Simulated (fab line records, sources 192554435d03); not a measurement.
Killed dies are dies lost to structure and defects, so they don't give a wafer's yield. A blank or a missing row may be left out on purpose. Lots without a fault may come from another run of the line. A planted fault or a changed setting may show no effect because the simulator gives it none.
Which tool did it? | flow n5_finfet | 21 lots, 63 wafers sampled, at 6 steps of a route of 1938

WHAT THE GAUGES READ, wafer by wafer
The record holds no reading of a measuring or inspecting step that can be judged against a usual standard deviation.

WHICH TOOL RAN EACH LOT (tool, then ch and the chambers of the sampled wafers, then the start)
lot  | N5_BEOL_M5_ETCH_72                 | N5_BEOL_M5_ETCH_75                 | N5_BEOL_M5_STRIP_36                | N5_BEOL_M5_PRE_CLEAN_45      | N5_BEOL_M5_SPUTTER_88        | N5_BEOL_M5_DEP_56
L074 | rie_diel-04 ch 0,2,3, day 7 23:50  | rie_diel-01 ch 0,1,2, day 8 06:53  | rie_diel-01 ch 0,1,2, day 8 07:05  | pvd_sputter-01, day 8 07:56  | pvd_sputter-02, day 8 11:55  | pecvd-02 ch 0,1,2, day 8 14:00
L075 | rie_diel-01 ch 1,3, day 8 03:09    | rie_diel-01 ch 0,2, day 8 07:17    | rie_diel-01 ch 0,2, day 8 07:28    | pvd_sputter-02, day 8 08:13  | pvd_sputter-01, day 8 12:11  | pecvd-01 ch 0,1,2, day 8 14:16
L077 | rie_diel-04 ch 1,2, day 9 03:46    | rie_diel-01 ch 1,3, day 9 04:50    | rie_diel-01 ch 1,3, day 9 05:02    | pvd_sputter-01, day 9 06:54  | pvd_sputter-03, day 9 12:16  | pecvd-03 ch 0,1, day 9 14:46
L078 | rie_diel-05 ch 1,3, day 9 12:24    | rie_diel-05 ch 0,1,2, day 9 13:43  | rie_diel-05 ch 0,1,2, day 9 13:54  | pvd_sputter-03, day 9 15:47  | pvd_sputter-03, day 9 19:40  | pecvd-03 ch 0,1,2, day 9 21:45
L079 | rie_diel-01 ch 0,2,3, day 9 13:03  | rie_diel-04 ch 0,1,2, day 9 15:46  | rie_diel-04 ch 0,1,2, day 9 15:58  | pvd_sputter-02, day 9 17:25  | pvd_sputter-01, day 9 21:16  | pecvd-02 ch 1,2, day 9 23:20
L080 | rie_diel-05 ch 2,3, day 9 16:20    | rie_diel-05 ch 0,1,2, day 9 20:28  | rie_diel-05 ch 0,1,2, day 9 20:40  | pvd_sputter-03, day 9 21:32  | pvd_sputter-02, day 10 01:31 | pecvd-01 ch 0,2, day 10 03:39
L081 | rie_diel-04 ch 1,2, day 9 21:34    | rie_diel-01 ch 0,1,3, day 9 22:35  | rie_diel-01 ch 0,1,3, day 9 22:46  | pvd_sputter-01, day 10 00:34 | pvd_sputter-01, day 10 04:31 | pecvd-03 ch 0,1, day 10 06:38
L083 | rie_diel-01 ch 0,3, day 10 19:11   | rie_diel-05 ch 0,1,3, day 10 22:36 | rie_diel-05 ch 0,1,3, day 10 22:47 | pvd_sputter-03, day 11 01:03 | pvd_sputter-02, day 11 04:53 | pecvd-03 ch 0,1,2, day 11 07:10
L084 | rie_diel-04 ch 1,2, day 11 01:46   | rie_diel-01 ch 0,1,3, day 11 04:39 | rie_diel-01 ch 0,1,3, day 11 04:50 | pvd_sputter-01, day 11 06:03 | pvd_sputter-02, day 11 10:05 | pecvd-03 ch 0,1,2, day 11 12:47
L086 | rie_diel-05 ch 1,2,3, day 11 04:50 | rie_diel-05 ch 0,1,3, day 11 05:50 | rie_diel-05 ch 0,1,3, day 11 06:02 | pvd_sputter-02, day 11 06:47 | pvd_sputter-01, day 11 11:14 | pecvd-01 ch 0,1,2, day 11 13:19
L087 | rie_diel-04 ch 1,3, day 11 05:23   | rie_diel-01 ch 1,3, day 11 06:34   | rie_diel-01 ch 1,3, day 11 06:45   | pvd_sputter-03, day 11 09:23 | pvd_sputter-03, day 11 13:41 | pecvd-01 ch 0,1,2, day 11 15:52
L088 | rie_diel-04 ch 1,2,3, day 11 10:06 | rie_diel-01 ch 0,3, day 11 11:37   | rie_diel-01 ch 0,3, day 11 11:49   | pvd_sputter-02, day 11 12:36 | pvd_sputter-02, day 11 16:58 | pecvd-03 ch 0,2, day 11 19:02
L089 | rie_diel-04 ch 0,1, day 12 16:37   | rie_diel-05 ch 0,3, day 12 18:56   | rie_diel-05 ch 0,3, day 12 19:08   | pvd_sputter-03, day 12 20:03 | pvd_sputter-01, day 13 00:13 | pecvd-01 ch 0,1, day 13 02:31
L091 | rie_diel-05 ch 0,1,2, day 12 16:44 | rie_diel-01 ch 0,1,2, day 12 17:58 | rie_diel-01 ch 0,1,2, day 12 18:10 | pvd_sputter-01, day 12 18:58 | pvd_sputter-02, day 12 22:58 | pecvd-03 ch 0,1, day 13 01:03
L090 | rie_diel-05 ch 0,1,2, day 12 16:58 | rie_diel-01 ch 0,1,3, day 12 18:38 | rie_diel-01 ch 0,1,3, day 12 18:49 | pvd_sputter-03, day 12 19:58 | pvd_sputter-03, day 12 23:53 | pecvd-01 ch 0,1, day 13 02:22
L093 | rie_diel-01 ch 0,2,3, day 12 19:51 | rie_diel-04 ch 1,2, day 13 00:28   | rie_diel-04 ch 1,2, day 13 00:40   | pvd_sputter-01, day 13 01:39 | pvd_sputter-01, day 13 05:41 | pecvd-02 ch 0,1,2, day 13 07:46
L092 | rie_diel-05 ch 0,1,2, day 12 19:52 | rie_diel-01 ch 0,2,3, day 13 00:36 | rie_diel-01 ch 0,2,3, day 13 00:47 | pvd_sputter-02, day 13 01:40 | pvd_sputter-03, day 13 07:01 | pecvd-03 ch 0,1, day 13 09:09
L094 | rie_diel-04 ch 0,1,3, day 13 14:25 | rie_diel-01 ch 0,2,3, day 13 15:17 | rie_diel-01 ch 0,2,3, day 13 15:28 | pvd_sputter-03, day 13 16:20 | pvd_sputter-03, day 13 20:16 | pecvd-02 ch 0,1,2, day 13 22:59
L095 | rie_diel-01 ch 2,3, day 13 16:13   | rie_diel-04 ch 0,1, day 13 20:48   | rie_diel-04 ch 0,1, day 13 20:59   | pvd_sputter-02, day 13 21:52 | pvd_sputter-02, day 14 02:08 | pecvd-01 ch 0,1,2, day 14 04:14
L096 | rie_diel-05 ch 1,2, day 13 22:02   | rie_diel-04 ch 0,1, day 13 23:53   | rie_diel-04 ch 0,1, day 14 00:04   | pvd_sputter-01, day 14 01:01 | pvd_sputter-01, day 14 04:58 | pecvd-02 ch 0,1,2, day 14 07:02
L097 | rie_diel-04 ch 0,1,2, day 14 01:19 | rie_diel-01 ch 0,1,3, day 14 04:13 | rie_diel-01 ch 0,1,3, day 14 04:25 | pvd_sputter-03, day 14 05:20 | pvd_sputter-01, day 14 09:37 | pecvd-02 ch 0,2, day 14 11:41
- N5_BEOL_M5_ETCH_72: etches underlayer in N2/H2, target depth 6.5 nm, time 5.2 s.
- N5_BEOL_M5_ETCH_75: etches underlayer in N2/H2, target depth 6.5 nm, time 5.2 s.
- N5_BEOL_M5_STRIP_36: strips in N2/H2.
- N5_BEOL_M5_PRE_CLEAN_45: time 30 s.
- N5_BEOL_M5_SPUTTER_88: material Cu, target thk 15 nm, time 27.62 s.
- N5_BEOL_M5_DEP_56: deposits SiCN from 3MS/NH3, target thk 8 nm, time 14 s.

WHAT THE TOOLS THEMSELVES READ (means of the sampled wafers that have a number; where no wafer has one, the mark that the record gives instead)
N5_BEOL_M5_ETCH_72.
lot  | tool        | bias_w (W) | chamber_pressure_mTorr (mTorr) | drypump_motor_current_A (A) | etch_rf_on_time_s (s) | oes_product_au (a.u.) | rf_vpp_V (V) | showerhead_plenum_p_Torr (Torr) | throttle_valve_pct (%)
L074 | rie_diel-04 | 150.1      | 30.00                          | 6.1                         | 5.28                  | 0.61                  | 525.2        | 2.56                            | 18.05
L075 | rie_diel-01 | 150.3      | 30.02                          | 5.4                         | 4.98                  | 0.74                  | 524.8        | 2.59                            | 17.64
L077 | rie_diel-04 | 150.4      | 29.98                          | 5.9                         | 5.24                  | 0.65                  | 523.3        | 2.53                            | 18.08
L078 | rie_diel-05 | 149.4      | 30.00                          | 6.0                         | 5.35                  | 0.64                  | 524.0        | 2.47                            | 18.17
L079 | rie_diel-01 | 150.0      | 30.02                          | 5.8                         | 5.06                  | 0.75                  | 524.3        | 2.59                            | 17.86
L080 | rie_diel-05 | 150.1      | 29.99                          | 5.9                         | 5.24                  | 0.66                  | 522.8        | 2.55                            | 18.07
L081 | rie_diel-04 | 150.4      | 29.99                          | 5.9                         | 5.24                  | 0.65                  | 522.4        | 2.53                            | 18.08
L083 | rie_diel-01 | 150.1      | 30.00                          | 5.7                         | 5.03                  | 0.71                  | 527.0        | 2.61                            | 17.94
L084 | rie_diel-04 | 149.9      | 29.99                          | 6.2                         | 5.24                  | 0.63                  | 521.7        | 2.48                            | 18.15
L086 | rie_diel-05 | 149.7      | 29.97                          | 5.8                         | 5.28                  | 0.63                  | 523.6        | 2.50                            | 18.07
L087 | rie_diel-04 | 150.1      | 30.03                          | 5.6                         | 5.25                  | 0.70                  | 524.3        | 2.58                            | 17.84
L088 | rie_diel-04 | 150.1      | 29.99                          | 5.8                         | 5.20                  | 0.70                  | 524.7        | 2.53                            | 17.89
L089 | rie_diel-04 | 149.7      | 30.02                          | 6.2                         | 5.20                  | 0.76                  | 526.8        | 2.60                            | 17.86
L091 | rie_diel-05 | 149.8      | 30.02                          | 5.6                         | 5.17                  | 0.62                  | 523.9        | 2.54                            | 17.88
L090 | rie_diel-05 | 149.7      | 30.01                          | 5.6                         | 5.29                  | 0.61                  | 523.5        | 2.54                            | 17.88
L093 | rie_diel-01 | 150.5      | 30.03                          | 5.8                         | 5.07                  | 0.71                  | 526.2        | 2.58                            | 17.90
L092 | rie_diel-05 | 150.4      | 30.00                          | 5.6                         | 5.26                  | 0.62                  | 524.2        | 2.54                            | 17.89
L094 | rie_diel-04 | 149.9      | 30.00                          | 5.8                         | 5.20                  | 0.73                  | 523.8        | 2.59                            | 17.76
L095 | rie_diel-01 | 150.3      | 30.00                          | 5.3                         | 5.07                  | 0.73                  | 523.9        | 2.50                            | 17.87
L096 | rie_diel-05 | 149.7      | 30.03                          | 5.6                         | 5.34                  | 0.60                  | 522.3        | 2.45                            | 18.07
L097 | rie_diel-04 | 150.1      | 29.97                          | 6.2                         | 5.23                  | 0.68                  | 524.4        | 2.53                            | 18.07

N5_BEOL_M5_ETCH_75.
lot  | tool        | bias_w (W) | chamber_pressure_mTorr (mTorr) | drypump_motor_current_A (A) | etch_rf_on_time_s (s) | oes_product_au (a.u.) | rf_vpp_V (V) | showerhead_plenum_p_Torr (Torr) | throttle_valve_pct (%)
L074 | rie_diel-01 | 150.2      | 29.99                          | 5.8                         | 5.14                  | 0.76                  | 525.3        | 2.60                            | 17.67
L075 | rie_diel-01 | 150.0      | 29.97                          | 6.3                         | 5.23                  | 0.74                  | 526.4        | 2.64                            | 17.78
L077 | rie_diel-01 | 150.1      | 30.01                          | 5.4                         | 4.92                  | 0.74                  | 524.3        | 2.58                            | 17.65
L078 | rie_diel-05 | 150.1      | 30.02                          | 5.6                         | 5.18                  | 0.64                  | 524.1        | 2.55                            | 17.86
L079 | rie_diel-04 | 150.2      | 30.00                          | 6.2                         | 5.22                  | 0.62                  | 523.1        | 2.55                            | 18.12
L080 | rie_diel-05 | 149.7      | 29.99                          | 5.6                         | 5.18                  | 0.64                  | 523.6        | 2.55                            | 17.86
L081 | rie_diel-01 | 150.0      | 30.06                          | 5.8                         | 5.07                  | 0.72                  | 525.0        | 2.62                            | 17.78
L083 | rie_diel-05 | 150.2      | 29.99                          | 5.9                         | 5.23                  | 0.65                  | 524.4        | 2.55                            | 17.99
L084 | rie_diel-01 | 150.2      | 30.02                          | 5.8                         | 5.07                  | 0.72                  | 525.1        | 2.62                            | 17.79
L086 | rie_diel-05 | 149.4      | 29.98                          | 5.9                         | 5.23                  | 0.65                  | 524.5        | 2.55                            | 18.01
L087 | rie_diel-01 | 149.8      | 30.02                          | 5.3                         | 4.95                  | 0.72                  | 526.4        | 2.57                            | 17.85
L088 | rie_diel-01 | 149.9      | 30.00                          | 6.2                         | 5.10                  | 0.71                  | 526.1        | 2.66                            | 17.91
L089 | rie_diel-05 | 149.9      | 29.99                          | 6.1                         | 5.18                  | 0.66                  | 524.8        | 2.58                            | 18.05
L091 | rie_diel-01 | 150.2      | 30.02                          | 5.8                         | 5.17                  | 0.72                  | 525.4        | 2.58                            | 17.74
L090 | rie_diel-01 | 150.2      | 30.03                          | 5.8                         | 5.04                  | 0.70                  | 526.0        | 2.61                            | 17.81
L093 | rie_diel-04 | 150.6      | 29.98                          | 5.9                         | 5.34                  | 0.62                  | 522.3        | 2.52                            | 18.14
L092 | rie_diel-01 | 150.2      | 30.01                          | 5.8                         | 5.07                  | 0.71                  | 524.3        | 2.58                            | 17.90
L094 | rie_diel-01 | 149.6      | 30.02                          | 5.7                         | 5.14                  | 0.71                  | 524.4        | 2.57                            | 17.91
L095 | rie_diel-04 | 149.8      | 30.00                          | 5.9                         | 5.23                  | 0.68                  | 522.7        | 2.57                            | 18.00
L096 | rie_diel-04 | 149.6      | 30.03                          | 6.2                         | 5.20                  | 0.74                  | 525.5        | 2.59                            | 17.90
L097 | rie_diel-01 | 150.3      | 29.99                          | 5.8                         | 5.03                  | 0.70                  | 525.7        | 2.61                            | 17.83

N5_BEOL_M5_STRIP_36.
lot  | tool        | chamber_pressure_mTorr (mTorr) | drypump_motor_current_A (A) | oes_product_au (a.u.) | rf_vpp_V (V) | showerhead_plenum_p_Torr (Torr) | throttle_valve_pct (%)
L074 | rie_diel-01 | 19.968                         | 5.9                         | 0.89                  | 59.9         | 2.59                            | 23.50
L075 | rie_diel-01 | 19.989                         | 6.3                         | 0.89                  | 59.4         | 2.63                            | 23.64
L077 | rie_diel-01 | 19.995                         | 5.4                         | 0.85                  | 59.7         | 2.58                            | 23.48
L078 | rie_diel-05 | 20.014                         | 5.6                         | 0.75                  | 58.9         | 2.54                            | 23.73
L079 | rie_diel-04 | 20.013                         | 6.2                         | 0.74                  | 59.6         | 2.54                            | 23.98
L080 | rie_diel-05 | 19.988                         | 5.6                         | 0.75                  | 58.7         | 2.54                            | 23.75
L081 | rie_diel-01 | 20.004                         | 5.8                         | 0.85                  | 59.7         | 2.62                            | 23.60
L083 | rie_diel-05 | 19.980                         | 5.9                         | 0.77                  | 60.0         | 2.54                            | 23.85
L084 | rie_diel-01 | 20.012                         | 5.8                         | 0.84                  | 59.4         | 2.61                            | 23.62
L086 | rie_diel-05 | 19.998                         | 5.9                         | 0.76                  | 58.0         | 2.54                            | 23.87
L087 | rie_diel-01 | 20.008                         | 5.3                         | 0.84                  | 59.2         | 2.57                            | 23.68
L088 | rie_diel-01 | 19.963                         | 6.3                         | 0.83                  | 59.2         | 2.65                            | 23.73
L089 | rie_diel-05 | 19.986                         | 6.1                         | 0.77                  | 58.5         | 2.57                            | 23.91
L091 | rie_diel-01 | 19.999                         | 5.9                         | 0.84                  | 59.1         | 2.58                            | 23.56
L090 | rie_diel-01 | 19.979                         | 5.8                         | 0.83                  | 57.9         | 2.61                            | 23.65
L093 | rie_diel-04 | 20.006                         | 5.9                         | 0.73                  | 58.6         | 2.51                            | 24.08
L092 | rie_diel-01 | 19.992                         | 5.8                         | 0.85                  | 59.2         | 2.57                            | 23.72
L094 | rie_diel-01 | 19.997                         | 5.7                         | 0.83                  | 59.3         | 2.57                            | 23.75
L095 | rie_diel-04 | 20.013                         | 5.9                         | 0.79                  | 59.6         | 2.57                            | 23.96
L096 | rie_diel-04 | 19.989                         | 6.2                         | 0.87                  | 59.3         | 2.59                            | 23.84
L097 | rie_diel-01 | 19.961                         | 5.8                         | 0.81                  | 58.8         | 2.61                            | 23.66

N5_BEOL_M5_PRE_CLEAN_45.
lot  | tool           | heater_power_w (W)
L074 | pvd_sputter-01 | 314
L075 | pvd_sputter-02 | 300
L077 | pvd_sputter-01 | 372
L078 | pvd_sputter-03 | 338
L079 | pvd_sputter-02 | 321
L080 | pvd_sputter-03 | 335
L081 | pvd_sputter-01 | 341
L083 | pvd_sputter-03 | 351
L084 | pvd_sputter-01 | 353
L086 | pvd_sputter-02 | 321
L087 | pvd_sputter-03 | 369
L088 | pvd_sputter-02 | 334
L089 | pvd_sputter-03 | 361
L091 | pvd_sputter-01 | 337
L090 | pvd_sputter-03 | 346
L093 | pvd_sputter-01 | 339
L092 | pvd_sputter-02 | 308
L094 | pvd_sputter-03 | 365
L095 | pvd_sputter-02 | 321
L096 | pvd_sputter-01 | 364
L097 | pvd_sputter-03 | 347

N5_BEOL_M5_SPUTTER_88.
lot  | tool           | chuck_sensor_temp_C (C) | throttle_valve_pct (%)
L074 | pvd_sputter-02 | -15.9                   | 29.2
L075 | pvd_sputter-01 | -15.7                   | 31.4
L077 | pvd_sputter-03 | -15.8                   | 29.7
L078 | pvd_sputter-03 | -16.2                   | 30.8
L079 | pvd_sputter-01 | -15.1                   | 30.8
L080 | pvd_sputter-02 | -15.6                   | 29.7
L081 | pvd_sputter-01 | -15.7                   | 30.6
L083 | pvd_sputter-02 | -15.3                   | 29.9
L084 | pvd_sputter-02 | -16.0                   | 29.2
L086 | pvd_sputter-01 | -15.4                   | 30.3
L087 | pvd_sputter-03 | -15.8                   | 30.3
L088 | pvd_sputter-02 | -15.8                   | 29.3
L089 | pvd_sputter-01 | -15.4                   | 30.9
L091 | pvd_sputter-02 | -15.5                   | 29.7
L090 | pvd_sputter-03 | -15.9                   | 30.7
L093 | pvd_sputter-01 | -15.6                   | 31.2
L092 | pvd_sputter-03 | -16.0                   | 29.7
L094 | pvd_sputter-03 | -16.1                   | 29.9
L095 | pvd_sputter-02 | -15.3                   | 29.6
L096 | pvd_sputter-01 | -15.2                   | 30.2
L097 | pvd_sputter-01 | -15.5                   | 30.3

N5_BEOL_M5_DEP_56.
lot  | tool     | showerhead_plenum_p_Torr (Torr) | throttle_valve_pct (%)
L074 | pecvd-02 | 3.661                           | 9.3
L075 | pecvd-01 | 3.666                           | 8.7
L077 | pecvd-03 | 3.661                           | 9.4
L078 | pecvd-03 | 3.669                           | 9.2
L079 | pecvd-02 | 3.674                           | 9.2
L080 | pecvd-01 | 3.664                           | 8.5
L081 | pecvd-03 | 3.659                           | 9.4
L083 | pecvd-03 | 3.671                           | 9.0
L084 | pecvd-03 | 3.674                           | 9.1
L086 | pecvd-01 | 3.661                           | 8.8
L087 | pecvd-01 | 3.669                           | 8.7
L088 | pecvd-03 | 3.670                           | 9.1
L089 | pecvd-01 | 3.663                           | 8.8
L091 | pecvd-03 | 3.669                           | 9.3
L090 | pecvd-01 | 3.664                           | 9.1
L093 | pecvd-02 | 3.660                           | 9.4
L092 | pecvd-03 | 3.669                           | 9.4
L094 | pecvd-02 | 3.671                           | 9.4
L095 | pecvd-01 | 3.667                           | 8.8
L096 | pecvd-02 | 3.665                           | 9.3
L097 | pecvd-02 | 3.673                           | 9.3

THE ANSWER, worked out from the rows above alone
Rule: what is usual is taken from the lots themselves. Put in order of their means at a reading, lots are off if they are a third of the lots or fewer, leave a main group of 4 or more, and stand apart from it by a gap of 3 or more times the standard deviation of the main group's means; of several such gaps the widest counts. A main group whose means are all the same, to the digits that the tables above print for the reading, isn't used. A lot without any number at a reading at which 4 lots or more have one is off too. The other lots that the step has rows for count as sound. The gauges are gone through in route order, then the tools' own readings, and for those a lot's mean is taken as printed above. The first step at which some lot is off is used, and at that step the reading that is off furthest; a lot without a number counts as furthest.
No lot is off at any reading shown: from this, nothing can be told.

WHAT THE SIMULATOR HAD PUT IN
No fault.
